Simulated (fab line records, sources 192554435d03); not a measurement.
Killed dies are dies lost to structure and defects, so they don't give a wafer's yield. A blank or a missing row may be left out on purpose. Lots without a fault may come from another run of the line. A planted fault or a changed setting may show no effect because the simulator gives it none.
Split-lot experiment | flow n5_finfet | 7 lots, 21 wafers read, on a route of 1938 steps

THE SPLIT
At N5_BEOL_M5_COAT_22 (resist thk 30 nm), the setting spin_rpm was moved away from the recipe's 1500 rpm on 4 of the 21 wafers read, by +4.3% to +9.9%. The other wafers ran this setting at the recipe's value.

FROM THE SPLIT TO THE READING: what the file shows between them, 6 steps
- N5_BEOL_M5_EBR_24
- N5_BEOL_M5_SOFTBAKE_23: time 60 s
- N5_BEOL_M5_EXPOSE_25: exposes mask V4, defocus 10 nm
- N5_BEOL_M5_PEB_26: peb time 60 s
- N5_BEOL_M5_DEVELOP_27: develop time 30 s
- N5_BEOL_M5_DESCUM_33: chemistry O2, time 7 s

THE READING
CAR-EUV_of_BEOL_M5_COAT_22.thk_nm (the simulator's own value, which no gauge read), in nm, at N5_BEOL_M5_ETCH_75 (etches underlayer in N2/H2, target depth 6.5 nm, time 5.2 s). The file gives no usual value for it. The 17 wafers here that ran the recipe average 20.4 nm, standard deviation 0.17 nm.

wafer  | tool, chamber at the split | spin_rpm as run, rpm | against the recipe | CAR-EUV_of_BEOL_M5_COAT_22.thk_nm, nm | against lot-mates on the recipe
L079.2 | litho_track-03, 0          | 1500                 | recipe             | 20.2                                  | -
L079.4 | litho_track-03, 0          | 1500                 | recipe             | 20.4                                  | -
L079.5 | litho_track-03, 0          | 1500                 | recipe             | 20.6                                  | -
L083.1 | litho_track-02, 0          | 1632                 | +8.8%              | 19                                    | -1.4
L083.3 | litho_track-02, 0          | 1500                 | recipe             | 20.4                                  | -
L083.5 | litho_track-02, 0          | 1500                 | recipe             | 20.4                                  | -
L084.4 | litho_track-03, 0          | 1500                 | recipe             | 20.2                                  | -
L084.5 | litho_track-03, 0          | 1500                 | recipe             | 20.4                                  | -
L084.6 | litho_track-03, 0          | 1500                 | recipe             | 20.4                                  | -
L088.4 | litho_track-03, 0          | 1648                 | +9.9%              | 19.2                                  | -1.6
L088.5 | litho_track-03, 0          | 1648                 | +9.9%              | 18.8                                  | -2.0
L088.6 | litho_track-03, 0          | 1500                 | recipe             | 20.8                                  | -
L093.2 | litho_track-02, 0          | 1500                 | recipe             | 20.6                                  | -
L093.5 | litho_track-02, 0          | 1564                 | +4.3%              | 19.6                                  | -0.9
L093.6 | litho_track-02, 0          | 1500                 | recipe             | 20.4                                  | -
L095.2 | litho_track-03, 0          | 1500                 | recipe             | 20.2                                  | -
L095.4 | litho_track-03, 0          | 1500                 | recipe             | 20.2                                  | -
L095.6 | litho_track-03, 0          | 1500                 | recipe             | 20.4                                  | -
L097.1 | litho_track-01, 0          | 1500                 | recipe             | 20.4                                  | -
L097.4 | litho_track-01, 0          | 1500                 | recipe             | 20.2                                  | -
L097.6 | litho_track-01, 0          | 1500                 | recipe             | 20.2                                  | -

THE FIT
A straight line over all 21 wafers: CAR-EUV_of_BEOL_M5_COAT_22.thk_nm changes by -0.146 nm for each +1% of spin_rpm; r = -0.95; the points scatter about the line by 0.18 nm.
The same after taking each lot's own level away (the mean of its wafers on the recipe; 21 wafers): -0.178 nm for each +1%; r = -0.98; scatter 0.13 nm.
On that fit, the largest move of spin_rpm shifts the reading by 1.8 nm.
The lots' own levels span 20.27 to 20.80 nm, that is 3.2 times the standard deviation above.
So the lot-to-lot level changes the slope: the two fits differ.
Check: with one of the wafers moved furthest among these (+9.9%) left out of the fit, the line predicts -1.83 nm for it against its lot-mates. It came out at -1.6 nm against them.

OTHER SPLITS ON THESE WAFERS
These wafers also went through other splits before the reading. Each is held against what the fit with the lots' levels taken away leaves over:
other split on the same wafers | wafers away from the commonest value | r with CAR-EUV_of_BEOL_M5_COAT_22.thk_nm (lot level and that fit taken away)
N5_BEOL_M5_ETCH_72 source_w    | 6                                    | -0.19
N5_BEOL_M5_COAT_74 spin_rpm    | 4                                    | +0.34

THE WHOLE CHAIN: every reading that the file lists as answering this split, in the file's order
step                  | what it does                                                | reading                                                                            | change (the file's fit)               | r (the file's)
N5_BEOL_M5_COAT_22    | resist thk 30 nm                                            | CAR-EUV_of_BEOL_M5_COAT_22.thk_nm (the simulator's own value, which no gauge read) | -0.142 nm for each +1% of the setting | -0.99
N5_BEOL_M5_DEVELOP_27 | develop time 30 s                                           | CAR-EUV_of_BEOL_M5_COAT_22.thk_nm (the simulator's own value, which no gauge read) | -0.149 nm for each +1% of the setting | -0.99
N5_BEOL_M5_DESCUM_33  | chemistry O2, time 7 s                                      | CAR-EUV_of_BEOL_M5_COAT_22.thk_nm (the simulator's own value, which no gauge read) | -0.156 nm for each +1% of the setting | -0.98
N5_BEOL_M5_ETCH_75    | etches underlayer in N2/H2, target depth 6.5 nm, time 5.2 s | CAR-EUV_of_BEOL_M5_COAT_22.thk_nm (the simulator's own value, which no gauge read) | -0.176 nm for each +1% of the setting | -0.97

THE FILE'S OWN FIT
CAR-EUV_of_BEOL_M5_COAT_22.thk_nm changes by -0.176 nm for each +1% of spin_rpm, r = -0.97.
